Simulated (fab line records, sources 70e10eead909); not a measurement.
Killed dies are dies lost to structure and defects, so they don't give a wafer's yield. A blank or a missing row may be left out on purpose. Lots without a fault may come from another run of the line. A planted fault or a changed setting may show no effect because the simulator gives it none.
Tool commonality check | flow nand_harc | 13 lots, 45 wafers sampled

WHY IT WAS OPENED
At NHARC_A_ONON_D1_THK_MEAS_02 the reading thk_nm is flagged on 2 of 13 lots. Wafers without a fault read 1000 nm, standard deviation 12.
Rule: a lot is flagged when every wafer of it that has a number lies more than 4 standard deviations from that mean, or none has a number. The other lots count as sound.

lot  | measured     | on            | thk_nm (nm), wafer by wafer   | flag
L605 | day 7 13:16  | film_metro-02 | 1015 1015 1015                |
L606 | day 8 03:48  | film_metro-02 | 997 997 995                   |
L608 | day 8 03:48  | film_metro-01 | 1023 1022 1022                |
L607 | day 8 07:41  | film_metro-02 | 998 998 998                   |
L610 | day 8 13:10  | film_metro-02 | 1015 1015 1016                |
L613 | day 9 11:32  | film_metro-02 | 995 995 996                   |
L612 | day 9 11:32  | film_metro-01 | 994 994 995                   |
L614 | day 10 05:22 | film_metro-01 | 998 1000 1000                 |
L616 | day 10 05:23 | film_metro-02 | 994 993 993                   |
L615 | day 10 05:25 | film_metro-01 | 1016 1015 1016                |
L617 | day 11 09:47 | film_metro-01 | 1004 1006 1005                |
L627 | day 12 21:13 | film_metro-01 | 1466 1465 1467 1467 1466 1467 | FLAGGED
L628 | day 13 01:18 | film_metro-01 | 1469 1470 1471 1469 1471 1469 | FLAGGED
The numbers of the flagged lots are 1468 nm on average: +468 nm against the usual, or +39 standard deviations.

WHICH TOOL RAN EACH LOT
The record holds 3 process steps before the reading, out of a route of 1159 steps. In each cell: the tool, then ch and the chambers that the sampled wafers went through, then the start.
lot  | flag    | NHARC_A_ZERO_WELL_ETCH_13        | NHARC_A_ZERO_WELL_RTA_16         | NHARC_A_ONON_D1_DEP_00
L605 |         | rie_si-03 ch 1,2,3, day 6 13:41  | rtp_anneal-02 ch 0, day 6 14:39  | pecvd_onon-02 ch 0, day 7 12:49
L606 |         | rie_si-03 ch 0,1,3, day 7 05:32  | rtp_anneal-02 ch 0, day 7 06:27  | pecvd_onon-03 ch 0, day 8 03:16
L608 |         | rie_si-01 ch 0,2,3, day 7 08:29  | rtp_anneal-02 ch 0, day 7 09:21  | pecvd_onon-04 ch 0, day 8 03:16
L607 |         | rie_si-02 ch 1,2, day 7 08:45    | rtp_anneal-02 ch 0, day 7 09:39  | pecvd_onon-03 ch 0, day 8 07:10
L610 |         | rie_si-01 ch 0,1,3, day 7 15:16  | rtp_anneal-01 ch 0, day 7 16:11  | pecvd_onon-04 ch 0, day 8 12:40
L613 |         | rie_si-02 ch 0,1,3, day 8 16:39  | rtp_anneal-01 ch 0, day 8 17:32  | pecvd_onon-03 ch 0, day 9 11:01
L612 |         | rie_si-02 ch 0,1, day 8 13:35    | rtp_anneal-02 ch 0, day 8 14:30  | pecvd_onon-04 ch 0, day 9 11:05
L614 |         | rie_si-01 ch 0,3, day 8 17:54    | rtp_anneal-01 ch 0, day 8 18:51  | pecvd_onon-03 ch 0, day 10 04:59
L616 |         | rie_si-02 ch 1,2,3, day 9 00:45  | rtp_anneal-01 ch 0, day 9 01:41  | pecvd_onon-02 ch 0, day 10 04:55
L615 |         | rie_si-01 ch 0,2,3, day 9 00:16  | rtp_anneal-01 ch 0, day 9 01:09  | pecvd_onon-04 ch 0, day 10 04:54
L617 |         | rie_si-02 ch 0,1,2, day 10 09:54 | rtp_anneal-01 ch 0, day 10 10:55 | pecvd_onon-03 ch 0, day 11 09:23
L627 | FLAGGED | rie_si-03 ch 1,2,3, day 11 22:52 | rtp_anneal-02 ch 0, day 11 23:52 | pecvd_onon-04 ch 0, day 12 20:43
L628 | FLAGGED | rie_si-02 ch 1,2,3, day 12 02:37 | rtp_anneal-02 ch 0, day 12 03:50 | pecvd_onon-04 ch 0, day 13 00:51
What these steps do:
- NHARC_A_ZERO_WELL_ETCH_13: etches the open film in HBr/Cl2, target depth 120 nm, time 40.1 s.
- NHARC_A_ZERO_WELL_RTA_16: time 10 s.
- NHARC_A_ONON_D1_DEP_00: target thk 1000 nm.
- NHARC_A_ONON_D1_THK_MEAS_02: measures by ellipsometry.

FLAGGED OVER TOTAL, TOOL BY TOOL (the gauges that took the reading come last)
step                        | tool          | lots run | flagged | share of the flagged lots | sound lots run after its first flagged lot
NHARC_A_ZERO_WELL_ETCH_13   | rie_si-01     | 4        | 0       | none                      | -
NHARC_A_ZERO_WELL_ETCH_13   | rie_si-02     | 6        | 1       | some                      | 0
NHARC_A_ZERO_WELL_ETCH_13   | rie_si-03     | 3        | 1       | some                      | 0
NHARC_A_ZERO_WELL_RTA_16    | rtp_anneal-01 | 6        | 0       | none                      | -
NHARC_A_ZERO_WELL_RTA_16    | rtp_anneal-02 | 7        | 2       | all                       | 0
NHARC_A_ONON_D1_DEP_00      | pecvd_onon-02 | 2        | 0       | none                      | -
NHARC_A_ONON_D1_DEP_00      | pecvd_onon-03 | 5        | 0       | none                      | -
NHARC_A_ONON_D1_DEP_00      | pecvd_onon-04 | 6        | 2       | all                       | 0
NHARC_A_ONON_D1_THK_MEAS_02 | film_metro-01 | 7        | 2       | all                       | 0
NHARC_A_ONON_D1_THK_MEAS_02 | film_metro-02 | 6        | 0       | none                      | -

WHAT THE TABLE ALLOWS
3 rows of the table ran every flagged lot: rtp_anneal-02 at NHARC_A_ZERO_WELL_RTA_16, pecvd_onon-04 at NHARC_A_ONON_D1_DEP_00, film_metro-01 at NHARC_A_ONON_D1_THK_MEAS_02.
- rtp_anneal-02 at NHARC_A_ZERO_WELL_RTA_16: 2 of its 7 lots flagged. Its last sound lot is L612 (day 8 14:30), its first flagged lot L627 (day 11 23:52): a fault that began between those two fits.
- pecvd_onon-04 at NHARC_A_ONON_D1_DEP_00: 2 of its 6 lots flagged. Its last sound lot is L615 (day 10 04:54), its first flagged lot L627 (day 12 20:43): a fault that began between those two fits.
- film_metro-01 at NHARC_A_ONON_D1_THK_MEAS_02: 2 of its 7 lots flagged. Its last sound lot is L617 (day 11 09:47), its first flagged lot L627 (day 12 21:13): a fault that began between those two fits.
Counting lots can't tell these 3 tools apart, because each fits a fault that began at some hour. More lots, or a look at what each step does to the wafer, might.

WHAT THE SIMULATOR HAD PUT IN
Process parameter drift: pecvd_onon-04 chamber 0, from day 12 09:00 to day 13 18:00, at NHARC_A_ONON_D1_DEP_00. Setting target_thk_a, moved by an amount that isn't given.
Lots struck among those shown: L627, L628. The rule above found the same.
